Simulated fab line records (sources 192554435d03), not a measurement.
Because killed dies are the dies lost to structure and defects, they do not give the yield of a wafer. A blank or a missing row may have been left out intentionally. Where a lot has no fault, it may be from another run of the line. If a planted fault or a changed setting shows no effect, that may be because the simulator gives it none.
Which tool was responsible? :: flow n5 finfet :: 30 wafers from 10 lots sampled at 5 of the route's 1938 steps

== WHAT EACH GAUGE READ, for each wafer ==
N5_BEOL_M4_RC_MEAS_101.
lot: L634
measured: day 8 03:04
on: prober-01
DIBL_N (mV/V): 35.5 35.7 34.9

lot: L635
measured: day 8 07:41
on: prober-02
DIBL_N (mV/V): 32.6 32.3 32.3

lot: L636
measured: day 8 16:58
on: prober-02
DIBL_N (mV/V): 35.0 33.2 33.3

lot: L638
measured: day 9 05:11
on: prober-02
DIBL_N (mV/V): 35.9 39.3 35.9

lot: L646
measured: day 11 21:34
on: prober-01
DIBL_N (mV/V): 35.5 36.9 38.3

lot: L648
measured: day 12 22:51
on: prober-01
DIBL_N (mV/V): 33.0 36.1 35.6

lot: L647
measured: day 13 00:21
on: prober-01
DIBL_N (mV/V): 40.2 37.9 37.9

lot: L649
measured: day 13 14:58
on: prober-02
DIBL_N (mV/V): 36.1 36.9 36.7

lot: L651
measured: day 14 07:01
on: prober-02
DIBL_N (mV/V): 37.0 34.8 38.7

lot: L656
measured: day 14 14:23
on: prober-01
DIBL_N (mV/V): 36.8 37.2 36.1

== WHAT TOOL EACH LOT RAN ON (gives the tool, then ch and the chambers of the sampled wafers, and finally the start) ==
lot: L634
N5_BEOL_M0_SURFACE_TREAT_137: pvd sputter-03, day 6 07:21
N5_BEOL_M0_ANNEAL_119: rtp anneal-02 ch 0, day 6 08:16
N5_BEOL_M0_CMP_120: cmp-04 ch 1,3, day 6 08:32
N5_BEOL_M1_COAT_61: litho track-02 ch 0, day 6 09:41

lot: L635
N5_BEOL_M0_SURFACE_TREAT_137: pvd sputter-01, day 6 10:01
N5_BEOL_M0_ANNEAL_119: rtp anneal-02 ch 0, day 6 11:06
N5_BEOL_M0_CMP_120: cmp-02 ch 2,3, day 6 12:34
N5_BEOL_M1_COAT_61: litho track-02 ch 0, day 6 15:29

lot: L636
N5_BEOL_M0_SURFACE_TREAT_137: pvd sputter-01, day 6 18:10
N5_BEOL_M0_ANNEAL_119: rtp anneal-01 ch 0, day 6 18:59
N5_BEOL_M0_CMP_120: cmp-04 ch 0,1, day 6 19:12
N5_BEOL_M1_COAT_61: litho track-02 ch 0, day 6 21:02

lot: L638
N5_BEOL_M0_SURFACE_TREAT_137: pvd sputter-01, day 7 01:49
N5_BEOL_M0_ANNEAL_119: rtp anneal-01 ch 0, day 7 03:34
N5_BEOL_M0_CMP_120: cmp-04 ch 0,1,3, day 7 03:52
N5_BEOL_M1_COAT_61: litho track-01 ch 0, day 7 05:11

lot: L646
N5_BEOL_M0_SURFACE_TREAT_137: pvd sputter-01, day 9 05:23
N5_BEOL_M0_ANNEAL_119: rtp anneal-02 ch 0, day 9 07:54
N5_BEOL_M0_CMP_120: cmp-02 ch 2,3, day 9 08:08
N5_BEOL_M1_COAT_61: litho track-02 ch 0, day 9 12:24

lot: L648
N5_BEOL_M0_SURFACE_TREAT_137: pvd sputter-02, day 9 17:13
N5_BEOL_M0_ANNEAL_119: rtp anneal-01 ch 0, day 9 19:34
N5_BEOL_M0_CMP_120: cmp-04 ch 1,2,3, day 9 19:51
N5_BEOL_M1_COAT_61: litho track-02 ch 0, day 9 22:11

lot: L647
N5_BEOL_M0_SURFACE_TREAT_137: pvd sputter-03, day 9 23:29
N5_BEOL_M0_ANNEAL_119: rtp anneal-01 ch 0, day 10 00:19
N5_BEOL_M0_CMP_120: cmp-03 ch 0,1, day 10 00:34
N5_BEOL_M1_COAT_61: litho track-01 ch 0, day 10 03:17

lot: L649
N5_BEOL_M0_SURFACE_TREAT_137: pvd sputter-02, day 10 04:23
N5_BEOL_M0_ANNEAL_119: rtp anneal-02 ch 0, day 10 05:15
N5_BEOL_M0_CMP_120: cmp-02 ch 0,1,2, day 10 05:32
N5_BEOL_M1_COAT_61: litho track-01 ch 0, day 10 06:56

lot: L651
N5_BEOL_M0_SURFACE_TREAT_137: pvd sputter-03, day 10 18:40
N5_BEOL_M0_ANNEAL_119: rtp anneal-02 ch 0, day 10 21:20
N5_BEOL_M0_CMP_120: cmp-03 ch 0,2,3, day 10 21:37
N5_BEOL_M1_COAT_61: litho track-01 ch 0, day 10 22:44

lot: L656
N5_BEOL_M0_SURFACE_TREAT_137: pvd sputter-03, day 11 14:17
N5_BEOL_M0_ANNEAL_119: rtp anneal-01 ch 0, day 11 15:49
N5_BEOL_M0_CMP_120: cmp-04 ch 0,1, day 11 16:07
N5_BEOL_M1_COAT_61: litho track-03 ch 0, day 11 17:38
- N5_BEOL_M0_SURFACE_TREAT_137
- N5_BEOL_M0_ANNEAL_119: time 90 s.
- N5_BEOL_M0_CMP_120: polishes, stops on SiOC, t overpolish 6.9 s.
- N5_BEOL_M1_COAT_61: time 60 s, resist thk 60 nm.

== THE ANSWER, worked out from the rows above alone ==
Rule: the usual values come from the lots themselves. Put in order of their means at a reading, lots are off if they are a third of the lots or fewer, leave a main group of 4 or more, and stand apart from it by a gap of 3 or more times the standard deviation of the main group's means; of several such gaps the widest counts. If all means in a main group match to the digits the tables above print for the reading, that group is not used. Also off: a lot with no number at a reading for which 4 or more lots have one. Where the step has rows for the other lots, those lots are counted as sound.
Across all readings shown, no lot is off: no conclusion can be drawn from this.

== WHAT HAD BEEN PUT IN BY THE SIMULATOR ==
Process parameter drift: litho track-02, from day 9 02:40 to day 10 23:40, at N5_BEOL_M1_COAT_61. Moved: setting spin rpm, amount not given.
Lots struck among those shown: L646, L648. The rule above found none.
